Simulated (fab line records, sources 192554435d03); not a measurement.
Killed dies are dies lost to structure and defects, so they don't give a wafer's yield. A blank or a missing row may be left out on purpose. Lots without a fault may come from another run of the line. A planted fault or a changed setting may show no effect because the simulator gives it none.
fab line records | flow n5_finfet
record lots=3 wafers=9 last_day=14
route steps=1938 shown BEOL_M10@1500 BEOL_M11@1536 BEOL_M15@1830 PASSIVATION@1936
lots that met no fault: from a run of the same line without faults
start_h: hours from the record's first day to the start of the lot's first wafer shown | wait_h: hours since the lot's step before | " the same as in the row above | L1.1+2: a row that stands for several wafers | - no value, or no start given | * or withheld: withheld | < > ~ a bound
route shown NAME@n: a module of which the file shows steps, and the number in the route of the first | usual: mean/standard deviation of fault-free wafers | same: alike in all rows | chamber/n: place in a boat | sites: the reading at each site | _std_site: their standard deviation | _edge_site: outer sites' mean less inner sites' | radius_mm: how far each site lies from the wafer's centre | mask NAME#n: copy n | behind: the tool/chamber that last shaped the wafer | hold: why the lot was held/for how many hours/how that ended | device: the transistor (n, p or np) that didn't switch | end of line: the same wafers' tests at the end of the route | a step without rows: its recipe alone | killed: dies lost to structure and defects at the first sort, not the wafer's yield | map: a wafer's dies, x killed, . not, _ none there
set.NAME: the setting as run; set.NAME@STEP: as run at that earlier step | model.NAME: the simulator's own value behind a step, which no gauge read
lots at some steps of the route; a table a step, a row a wafer
services: from which hour (start_h, from the record's first day; less than 0 if before it) a tool's chamber was out of use, for how many hours, and why
## steps
# step N5_BEOL_M10_PEB_26
# recipe peb_temp_c=withheld peb_time_s=60 resist=CAR-ArF
# step N5_BEOL_M10_DEVELOP_27
# recipe develop_time_s=30 developer=TMAH resist=CAR-ArF rinse_liquid=diw dry=air_spin dev_temp_c=23
# step N5_BEOL_M10_DESCUM_33
# recipe chemistry=O2 time_s=7.9 source_power_w=50 bias_power_w=20 pressure_mtorr=20 rf_frequency_hz=2.712e+07 temp_c=40 resist=CAR-ArF o2_flow_sccm=225
# step N5_BEOL_M10_ETCH_65
# recipe chemistry=CF4 target=SiARC target_depth_a=390 mask_material=CAR-ArF time_s=65 ion_energy_ev=80 pressure_mtorr=40 source_w=545 bias_w=36 Ar_flow_sccm=100 cf4_flow_sccm=100 ends=cleared
# step N5_BEOL_M10_ETCH_66
# recipe chemistry=N2/H2 target=SOC target_depth_a=1200 overetch_a=240 mask_material=SiARC temp_c=40 time_s=180 ion_energy_ev=200 pressure_mtorr=30 source_w=840 bias_w=150 n2_flow_sccm=200 h2_flow_sccm=200
# step N5_BEOL_M10_STRIP_69
# recipe chemistry=N2/H2 temp_c=40 n2_flow_sccm=200 h2_flow_sccm=200 rf_frequency_hz=6e+07
# step N5_BEOL_M10_VIA_ETCH_34
# recipe chemistry=C4F6/O2 target=SiCOH_lowk target_depth_a=1845 mask_material=SOC taper_deg=4 time_s=69.2 ion_energy_ev=250 pressure_mtorr=30 source_w=345 bias_w=185 Ar_flow_sccm=300 C4F6_flow_sccm=10 O2_flow_sccm=10
# step N5_BEOL_M10_STRIP_73
# recipe chemistry=C4F6/O2 resist=SiARC rf_frequency_hz=6e+07
# step N5_BEOL_M10_STRIP_36
# recipe chemistry=N2/H2 power_w=450 temp_c=40 pressure_mtorr=20 rf_frequency_hz=6e+07 overash_fraction=0.3 bias_power_w=7 h2_frac=0.5 n2_flow_sccm=200 h2_flow_sccm=200
# step N5_BEOL_M10_TRENCH_ETCH_37
# recipe chemistry=C4F6/O2 target_depth_a=1488.3 target=SiCOH_lowk time_s=48 ion_energy_ev=250 pressure_mtorr=30 source_w=345 bias_w=185 Ar_flow_sccm=300 C4F6_flow_sccm=10 O2_flow_sccm=10
# usual drypump_motor_current_A=5.6/0.46 oes_f_703_au=0.78/0.089 oes_product_au=0.78/0.095 rf_vpp_V=658/14 showerhead_plenum_p_Torr=2.83/0.11 throttle_valve_pct=20.92/0.24
# same time_s=48
# columns lot.wafer tool chamber start_h wait_h drypump_motor_current_A oes_f_703_au oes_product_au rf_hours_counter_h rf_vpp_V showerhead_plenum_p_Torr throttle_valve_pct model.etch.depth_nm model.BEOL_M10.feature_depth_nm model.TiN_of_BEOL_M10_HM_DEP_02.thk_nm
L719.1 rie_diel-01 3 239.38 - 5.6 0.88 0.86 30 652 2.81 20.59 147.8 147.8 15.8
L719.5 " 0 " " 5.4 0.84 0.87 - 656 2.80 21.08 151.1 151 15.8
L719.6 " 3 " " 5.6 0.87 0.86 - 650 2.81 20.58 149.1 149.2 15.6
L722.1 rie_diel-01 3 269.46 - 5.6 0.86 0.85 39 652 2.80 20.59 146.8 146.8 15.8
L722.5 " 0 " " 5.4 0.83 1.17 - 656 2.80 21.20 236.5 236.4 13.6
L722.6 " 3 " " 5.6 0.86 0.83 - 650 2.80 20.60 146.6 146.6 16
L724.1 rie_diel-03 3 277.42 - 5.0 0.74 0.71 220 635 2.83 20.94 146.9 147 16
L724.2 " 2 " " 5.9 0.70 0.67 248 650 2.94 20.92 143.8 143.8 16
L724.3 " 1 " " 6.4 0.80 0.81 97 672 3.00 21.18 150.7 150.6 15.6
# step N5_BEOL_M10_ETCH_41
# recipe chemistry=CH3F/O2 target=SiCN target_depth_a=426 taper_deg=2 time_s=86 ion_energy_ev=120 mask_material=TiN pressure_mtorr=30 source_w=395 bias_w=75 Ar_flow_sccm=150 CH3F_flow_sccm=30 O2_flow_sccm=20
# step N5_BEOL_M10_STRIP_77
# recipe chemistry=N2/H2 time_s=10 power_w=450 temp_c=40 pressure_mtorr=20 rf_frequency_hz=6e+07 bias_power_w=7 n2_flow_sccm=200 h2_flow_sccm=200
# step N5_BEOL_M10_OCD_MEAS_38
# usual trench_depth_nm=147.4/2.6
# columns lot.wafer tool chamber start_h wait_h trench_depth_nm
L719.1 ocd-02 - 239.56 - 147.7
L719.5 " - " " 150.7
L719.6 " - " " 148.4
L722.1 ocd-02 - 269.64 - 147.0
L722.5 " - " " 236.4
L722.6 " - " " 146.6
L724.1 ocd-01 - 277.60 - 146.8
L724.2 " - " " 143.9
L724.3 " - " " 150.9
# step N5_BEOL_M10_HM_STRIP_39
# recipe chemistry=peroxide_tin_strip material=TiN target_depth_a=250 temp_c=50 time_s=158
# step N5_BEOL_M10_SRD_40
# recipe time_s=30 temp_c=23 rinse_liquid=diw dry=ipa_marangoni
# step N5_BEOL_M10_PRECLEAN_42
# recipe chemistry=residue_remover time_s=60 temp_c=40
# step N5_BEOL_M10_SRD_43
# recipe time_s=30 temp_c=23 rinse_liquid=diw dry=ipa_marangoni
# step N5_BEOL_M10_CURE_72
# recipe temp_c=370 time_s=120 ambient=DMADMS/He material=SiCOH_lowk
# step N5_BEOL_M10_DEGAS_44
# recipe ambient=vacuum temp_c=250 time_s=60
# step N5_BEOL_M10_PRE_CLEAN_45
# recipe gas=H2/He time_s=30 temp_c=250
# step N5_BEOL_M10_ALD_74
# recipe material=TaN target_thk_a=20 temp_c=275 ald_precursor_family=PDMAT ald_co_reactant=NH3 pressure_torr=3 carrier_flow_sccm=1500 pulse_time_s=2 purge_time_s=3 co_reactant_purge_time_s=2 co_reactant_pulse_time_s=3 ald_cycles=40 precursor_vessel_temp_c=75 precursor_vessel_pressure_torr=26.25 precursor_vessel_carrier_sccm=1000
# step N5_BEOL_M10_SURFACE_TREAT_76
# recipe gas=Ar time_s=* ion_energy_ev=* ion_current_ma_cm2=0.5 pressure_mtorr=* ar_flow_sccm=30
# step N5_BEOL_M10_CVD_75
# recipe material=Co target_thk_a=20 temp_c=withheld precursor=CCTBA/H2 pressure_torr=30 time_s=138.9
# step N5_BEOL_M10_SPUTTER_48
# recipe material=Cu target_thk_a=120 temp_c=-20 bias_v=60 power_w=26000 chamber_pressure_pa=0.13 time_s=2
# step N5_BEOL_M10_ECD_50
# recipe material=Cu target_thk_a=3180
# step N5_BEOL_M10_ANNEAL_51
# recipe temp_c=225 time_s=90 ambient=N2
# step N5_BEOL_M10_CMP_52
# recipe stop_on=SiCOH_lowk t_overpolish_s=7 down_force_psi=1 platen_rpm=50 clearing_platen_down_force_psi=1.5 clearing_platen_rpm=50 post_cmp_clean=cu_alkaline target_thk_nm=140 clearing_platen_pad_velocity_m_s=0.99484 pad_velocity_m_s=0.99484
# usual motor_current_A=6.2/0.52
# columns lot.wafer tool chamber start_h wait_h motor_current_A model.Cu_of_BEOL_M10_ECD_50.thk_nm
L719.1 cmp-04 3 241.78 0.4 6.8 137.2
L719.6 " 0 " " 6.2 138.8
L719.5 " 1 " " 5.5 141.6
L722.1 cmp-03 3 271.84 0.3 6.5 137.8
L722.6 " 3 " " 6.8 137.2
L722.5 " 0 " " 5.9 226.6
L724.2 cmp-04 2 279.39 0.2 7.0 133.8
L724.1 " 0 " " 6.3 137
L724.3 " 1 " " 5.6 141
# step N5_BEOL_M10_THK_MEAS_53
# recipe thk_meas_gauge=xrf reads=Cu_of_BEOL_M10_ECD_50
# usual M10_THK=136/3
# columns lot.wafer tool chamber start_h wait_h M10_THK[nm]
L719.1 film_metro-01 - 241.96 - 136
L719.5 " - " " 139
L719.6 " - " " 137
L722.1 film_metro-01 - 272.13 - 137
L722.5 " - " " 225
L722.6 " - " " 136
L724.1 film_metro-02 - 279.68 - 135
L724.2 " - " " 132
L724.3 " - " " 139
# step N5_BEOL_M10_PRE_CLEAN_55
# recipe gas=NH3 time_s=15 temp_c=withheld rf_power_w=300
# step N5_BEOL_M10_DEP_56
# recipe material=SiCN target_thk_a=150 temp_c=withheld precursor=3MS/NH3 pressure_torr=3 rf_w=202 time_s=26.5
# step N5_BEOL_M10_RS_MEAS_57
# recipe thk_meas_gauge=four-point-probe reads=Cu_of_BEOL_M10_ECD_50+Co_of_BEOL_M10_CVD_75+TaN_of_BEOL_M10_ALD_74
# usual M10_RS=0.153/0.0035
# columns lot.wafer tool chamber start_h wait_h M10_RS[ohm/sq]
L719.1 film_metro-02 - 242.09 0.1 0.154
L719.5 " - " " 0.149
L719.6 " - " " 0.152
L722.1 film_metro-02 - 272.27 0.1 0.153
L722.5 " - " " 0.090
L722.6 " - " " 0.154
L724.1 film_metro-02 - 279.82 0.1 0.154
L724.2 " - " " 0.158
L724.3 " - " " 0.150
# step N5_BEOL_M11_ILD_DEP_00
# recipe material=SiCOH_lowk target_thk_a=3085.1 temp_c=300 precursor=DEMS/porogen pressure_torr=5 rf_w=500 time_s=58
# step N5_BEOL_M11_CURE_71
# recipe temp_c=385 time_s=240 ambient=He/Ar material=SiCOH_lowk
# step N5_BEOL_M11_PECVD_70
# recipe material=SiO2 target_thk_a=200 temp_c=400 precursor=TEOS/O2 pressure_torr=5.5 rf_w=450 teos_flow_sccm=53.8 gas=O2 flow_sccm=3000 time_s=22.7
# step N5_BEOL_M11_HM_DEP_02
# recipe material=TiN target_thk_a=200 temp_c=25 chamber_pressure_pa=0.49996
# step N5_BEOL_M11_COAT_59
# recipe resist=SOC temp_c=250 time_s=60 spin_rpm=1500 resist_thk_nm=100
# step N5_BEOL_M15_RC_MEAS_101
# usual COMB_M11=1.47e-11/3e-12 COMB_M12=6.5e-12/1.1e-12 COMB_M12_max_site=9.5e-12/2e-12 COMB_M13=5.1e-12/1e-12 COMB_M14=3.9e-12/7.9e-13 COMB_M15=2.7e-12/5.8e-13 COMB_M5=3.6e-11/7.5e-12 COMB_M6=2.5e-11/4.6e-12 COMB_M6_max_site=3.6e-11/9.1e-12 COMB_M7=2.6e-11/5.3e-12 COMB_M8=2.6e-11/4.7e-12 COMB_M9=1.49e-11/2.6e-12 SERP_M10=3.12/0.087 SERP_M10_max_site=3.22/0.094 SERP_M11=3.10/0.065 SERP_M12=0.650/0.018 SERP_M13=0.313/0.0052 SERP_M14=0.162/0.0039 SERP_M5=39.3/1.6 SERP_M6=14.2/0.6 SERP_M7=13.9/0.56 SERP_M8=14.0/0.63 SERP_M9=3.08/0.065
# columns lot.wafer tool chamber start_h wait_h COMB_M11[S/m] COMB_M12[S/m] COMB_M12_max_site[S/m] COMB_M13[S/m] COMB_M14[S/m] COMB_M15[S/m] COMB_M5[S/m] COMB_M6[S/m] COMB_M6_max_site[S/m] COMB_M7[S/m] COMB_M8[S/m] COMB_M9[S/m] SERP_M10[ohm/um] SERP_M10_max_site[ohm/um] SERP_M11[ohm/um] SERP_M12[ohm/um] SERP_M13[ohm/um] SERP_M14[ohm/um] SERP_M5[ohm/um] SERP_M6[ohm/um] SERP_M7[ohm/um] SERP_M8[ohm/um] SERP_M9[ohm/um]
L719.1 prober-01 0 270.43 0.0 1.77e-11 7.8e-12 1e-11 7e-12 4.2e-12 3.6e-12 4e-11 2.6e-11 3.9e-11 2.3e-11 3.8e-11 1.09e-11 3.14 3.30 3.05 0.642 0.310 0.157 39.9 13.4 15.1 14.1 3.00
L719.5 " 0 " " 1.75e-11 6.8e-12 1.12e-11 4.3e-12 4.8e-12 3.4e-12 3.6e-11 2.4e-11 4.3e-11 2.2e-11 2.9e-11 1.8e-11 3.07 3.15 3.17 0.643 0.313 0.161 42.4 13.5 13.8 13.1 3.20
L719.6 " 0 " " 1.78e-11 8.9e-12 1.29e-11 5e-12 4.5e-12 2.6e-12 3.5e-11 2.6e-11 3.8e-11 3.7e-11 3.2e-11 1.76e-11 3.09 3.19 3.13 0.657 0.307 0.155 39.8 13.2 14.5 12.8 3.21
L722.1 prober-01 0 305.02 0.0 1.53e-11 7.1e-12 9.6e-12 4.6e-12 4.5e-12 4e-12 3.4e-11 2.7e-11 3e-11 2.5e-11 3e-11 1.67e-11 3.10 3.17 3.12 0.673 0.314 0.162 38.5 14.8 15.0 14.0 3.03
L722.5 " 0 " " 1.53e-11 5.3e-12 8e-12 4.8e-12 3.5e-12 2.9e-12 3.5e-11 3.2e-11 4e-11 2.9e-11 2.8e-11 1.18e-11 1.81 1.84 3.18 0.678 0.313 0.162 38.3 14.4 14.3 13.6 3.23
L722.6 " 0 " " 1.53e-11 5.8e-12 6.7e-12 5.6e-12 4.6e-12 3e-12 5e-11 2.8e-11 4.4e-11 3.5e-11 2.3e-11 1.36e-11 3.17 3.22 3.15 0.653 0.314 0.158 37.3 15.3 14.6 13.5 3.11
L724.1 prober-02 0 322.56 0.0 1.67e-11 7.2e-12 8.8e-12 4.7e-12 2.4e-12 1.5e-12 3.6e-11 3e-11 3.8e-11 2.6e-11 2.4e-11 1.57e-11 3.14 3.31 3.15 0.641 0.311 0.160 41.9 13.4 14.4 13.9 3.13
L724.2 " 0 " " 1.63e-11 7.4e-12 1.19e-11 6e-12 2.3e-12 2.2e-12 3.5e-11 3.6e-11 4.7e-11 2.6e-11 2.3e-11 1.39e-11 3.27 3.38 3.20 0.590 0.306 0.163 42.1 14.0 13.7 13.2 3.07
L724.3 " 0 " " 1.43e-11 6.5e-12 9.6e-12 3.6e-12 3.6e-12 1.8e-12 2.3e-11 3.3e-11 5.5e-11 2.9e-11 2.9e-11 1.65e-11 3.02 3.22 3.10 0.641 0.308 0.159 38.7 13.6 13.7 13.2 3.12
# sites SERP_M10 radius_mm=0,75,75,75,75,140,140,140,140
L719.1 3.28 3.14 3.19 3.30 3.14 3.04 3.09 3.16 3.02
L722.1 3.11 3.03 3.10 3.14 3.07 3.08 3.17 3.16 3.00
L724.1 2.98 3.09 3.14 3.09 3.09 3.22 3.31 3.28 3.31
# step N5_PASSIVATION_PROBE_49
# usual defect_limited_yield=91.6/1.4 killed_at_M0_to_M3=34/8.9 killed_at_M4_up=13/5 killed_at_contacts=12/7 killed_at_front_end=38/11 killed_at_other=3.2/2.9 killed_dies=99/16 killed_on_rim=13/4 killed_open=65/13 killed_short=32/7.6 sort_bin_5_function=5.0/0.9 sort_bin_6_memory=3.1/0.65 sort_n_pass=1081/16 sort_yield_pct=91.6/1.4
# same gross_dies=1180 killed_at_back_side=0 sort_bin_4_leakage[%]=0 sort_bin_8_speed[%]=0
# columns lot.wafer tool chamber start_h wait_h defect_limited_yield[%] killed_at_M0_to_M3 killed_at_M4_up killed_at_contacts killed_at_front_end killed_at_other killed_dies killed_on_rim killed_open killed_short sort_bin_5_function[%] sort_bin_6_memory[%] sort_n_pass sort_yield_pct[%]
L719.1 prober-01 - 285.67 0.7 91.2 49 25 3 25 2 104 24 68 35 5.3 3.2 1076 91.2
L719.5 prober-01 - 285.87 0.9 91.1 50 17 9 26 3 105 16 67 38 4.9 3.7 1075 91.1
L719.6 prober-01 - 285.92 0.9 92.6 33 13 10 24 7 87 14 65 21 4.5 2.7 1093 92.6
L722.1 prober-02 - 317.00 0.0 93.1 22 7 7 45 1 82 10 55 27 4.1 2.5 1098 93.1
L722.5 prober-02 - 317.20 0.2 88.2 22 44 13 46 14 139 33 69 32 5.0 3.3 1041 88.2
L722.6 prober-02 - 317.25 0.3 90.3 54 6 9 42 3 114 12 65 49 5.4 4.0 1066 90.3
L724.1 prober-02 - 335.85 0.0 90.0 36 9 20 47 6 118 13 82 36 6.3 3.6 1062 90.0
L724.2 prober-02 - 335.90 0.1 89.7 40 13 12 52 4 121 20 87 29 6.1 3.5 1059 89.7
L724.3 prober-02 - 335.95 0.1 90.0 44 22 8 42 2 118 12 82 36 6.3 3.4 1062 90.0
# killed by level:class
L719.1 BEOL_M2:geometric_particle:open=16 BEOL_M4:geometric_particle:open=12 FIN_SAQP:geometric_particle:short=7 BEOL_M1:geometric_particle:open=7 BEOL_M3:geometric_particle:open=6 BEOL_M4:geometric_particle:short=6 BEOL_M0_SAQP:geometric_particle:open=5 BEOL_M0_SAQP:geometric_particle:short=5
L719.5 BEOL_M2:geometric_particle:open=12 BEOL_M0_SAQP:geometric_particle:open=9 BEOL_M2:geometric_particle:short=9 MOL_CONTACT_COAG:geometric_particle:open=7 BEOL_M3:geometric_particle:open=7 BEOL_M4:geometric_particle:open=7 FIN_SAQP:geometric_particle:short=6 BEOL_M0_SAQP:geometric_particle:short=6
L719.6 BEOL_M2:geometric_particle:open=16 MOL_CONTACT_COAG:geometric_particle:open=8 STI_FIN_REVEAL:geometric_particle:open=7 BEOL_M2:geometric_particle:short=5 FIN_SAQP:geometric_particle:open=4 FIN_SAQP:geometric_particle:short=4 BEOL_M4:geometric_particle:open=4 MIM_TOP_ETCH:geometric_particle:open=4
L722.1 FIN_SAQP:geometric_particle:open=10 FIN_SAQP:geometric_particle:short=9 STI_FIN_REVEAL:geometric_particle:open=8 MOL_CONTACT_COAG:geometric_particle:open=5 BEOL_M2:geometric_particle:open=5 GATE_CUT:geometric_particle:short=4 GATE_CUT:geometric_particle:open=4 BEOL_M0_SAQP:geometric_particle:open=4
L722.5 BEOL_M10:area_etch=38 FIN_SAQP:geometric_particle:open=15 STI_FIN_REVEAL:geometric_particle:open=12 FIN_SAQP:geometric_particle:short=8 MOL_CONTACT_COAG:geometric_particle:open=8 BEOL_M0_SAQP:geometric_particle:open=6 MOL_CONTACT_COAG:geometric_particle:short=5 BEOL_M0_SAQP:geometric_particle:short=4
L722.6 BEOL_M0_SAQP:geometric_particle:short=23 BEOL_M0_SAQP:geometric_particle:open=12 FIN_SAQP:geometric_particle:open=10 FIN_SAQP:geometric_particle:short=9 MOL_CONTACT_COAG:geometric_particle:open=9 STI_FIN_REVEAL:geometric_particle:open=8 BEOL_M3:geometric_particle:open=8 GATE_CUT:geometric_particle:short=6
L724.1 MOL_CONTACT_COAG:geometric_particle:open=17 STI_FIN_REVEAL:geometric_particle:open=15 BEOL_M3:geometric_particle:open=9 FIN_SAQP:geometric_particle:short=9 BEOL_M0_SAQP:geometric_particle:short=9 BEOL_M0_SAQP:geometric_particle:open=7 DUMMY_GATE:geometric_particle:open=5 FIN_SAQP:geometric_particle:open=4
L724.2 FIN_SAQP:geometric_particle:open=16 BEOL_M3:geometric_particle:open=14 MOL_CONTACT_COAG:geometric_particle:open=11 BEOL_M4:geometric_particle:open=11 FIN_SAQP:geometric_particle:short=7 DUMMY_GATE:geometric_particle:open=6 STI_FIN_REVEAL:geometric_particle:open=5 BEOL_M1:geometric_particle:open=5
L724.3 STI_FIN_REVEAL:geometric_particle:open=16 BEOL_M4:geometric_particle:open=10 BEOL_M0_SAQP:geometric_particle:open=9 BEOL_M2:geometric_particle:open=9 BEOL_M0_SAQP:geometric_particle:short=8 FIN_SAQP:geometric_particle:open=7 MOL_CONTACT_COAG:geometric_particle:open=7 BEOL_M0:geometric_particle:open=6
# map L722.5 (x killed, . not)
_________________............________________
______________..x............x.._____________
___________..x...........x........x__________
__________xx..........x.....x......._________
________........x.......x...........x._______
_______..x...........x.................______
______................................x._____
_____..x.....x.........x....x..x.........____
____..x....x....x....x..................x.___
___x.x.x....................x.......x....x.__
___....x..................x..x...x.........__
__.............x...x.....x..........x......._
__.x.......x...............................x_
_.....................x..............x......x
_....x....x...x...x.........x....x...........
_.x.x.......x.................x............x.
_...x.....x.......x...x................x...x.
_.....x....x...........x..............xx.....
_x...xx.....x..............x.................
_.....x...x.......x.......x................xx
_..............x...............x......x....x.
__....xx...................................._
__.................x.x..x.............x....._
___xx.............x..............x.........__
___..xx..................x.................__
____x...x.....x.........................x.___
_____x.x...x.......x......x..............____
______..x.........x.x.x............x...._____
_______xx..x..xx.......x........x.....x______
________.x...x....x.x...............x._______
__________x.x...xxx............x...._________
___________.x..........x....x....xx__________
______________.....x.......x...._____________
_________________x..xx....x..________________
# map L719.5 (x killed, . not)
_________________.xx..x...x..________________
______________..x.x............._____________
___________....................x...__________
__________.......x...x...x...x..x..._________
________.......x.......x.............._______
_______..x.............................______
______..........x............x.........._____
_____x...x..x...............x..........x.____
____.....x...x.x....x....x...........x....___
___...x...................xx............x.x__
___....................................x...__
__.x....x.x..x.....................x........_
__.......x.....x.................x.........._
_x..x...................x..............x.....
_..x............x.........x......x......xx...
_...........x.......x.....................x.x
_.....xx.......................x.............
_..................................x......x..
_....x..x....................................
_........x................x..........x.......
_...........x.......xx..........x.........x..
__.x.................x......................_
__..............x......x.........x.....x...._
___................x.......................__
___......x.............x...x............x..__
____......x......x..............x.......x.___
_____..........................x.........____
______.......xx......x..........x......._____
_______......x.....x..xx...............______
________..x....x..............x......._______
__________x..............x......x..._________
___________..............x.x..x....__________
______________.................._____________
_________________..x.........________________
## services
# columns tool chamber start_h hours kind
cmp-03 - 223.68 4.7 pm
rie_diel-03 3 253.29 1.7 repair
cmp-03 - 254.31 2.2 repair
rie_diel-01 0 254.88 2.5 repair
rie_diel-03 0 273.64 - clean
rie_diel-03 0 273.64 - consumable_replace:focus_ring
rie_diel-03 0 273.64 16.8 scheduled_down
rie_diel-03 0 273.64 16.8 vent_cycle
## key
first_sign step=N5_BEOL_M10_TRENCH_ETCH_37 reading=oes_product_au direction=up sigmas=4.1 usual=0.78 struck=1.17
effect step=N5_BEOL_M10_OCD_MEAS_38 reading=trench_depth_nm direction=up sigmas=34 usual=147.4 struck=236.4
effect step=N5_BEOL_M10_THK_MEAS_53 reading=M10_THK direction=up sigmas=29 usual=136 struck=225
effect step=N5_BEOL_M10_RS_MEAS_57 reading=M10_RS direction=down sigmas=18 usual=0.153 struck=0.090
effect step=N5_BEOL_M15_RC_MEAS_101 reading=SERP_M10 direction=down sigmas=15 usual=3.12 struck=1.81
effect step=N5_PASSIVATION_PROBE_49 reading=killed_at_M4_up direction=up sigmas=6.2 usual=13 struck=44
model_effect step=N5_BEOL_M10_TRENCH_ETCH_37 value=etch.depth_nm without=148.4 struck=236.5
model_effect step=N5_BEOL_M10_CMP_52 value=Cu_of_BEOL_M10_ECD_50.thk_nm without=138.6 struck=226.6
more_kills_born_at N5_BEOL_M10_TRENCH_ETCH_37@rie_diel-01=38
met_at N5_BEOL_M10_TRENCH_ETCH_37
struck_wafers L722.5
onset_between 239.38 269.46
fault kind=process_parameter_drift tool=rie_diel-01 chamber=- onset_h=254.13 steps=N5_BEOL_M10_TRENCH_ETCH_37 channel=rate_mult offset=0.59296 shape=step end_h=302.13 scope=struck_wafers_only
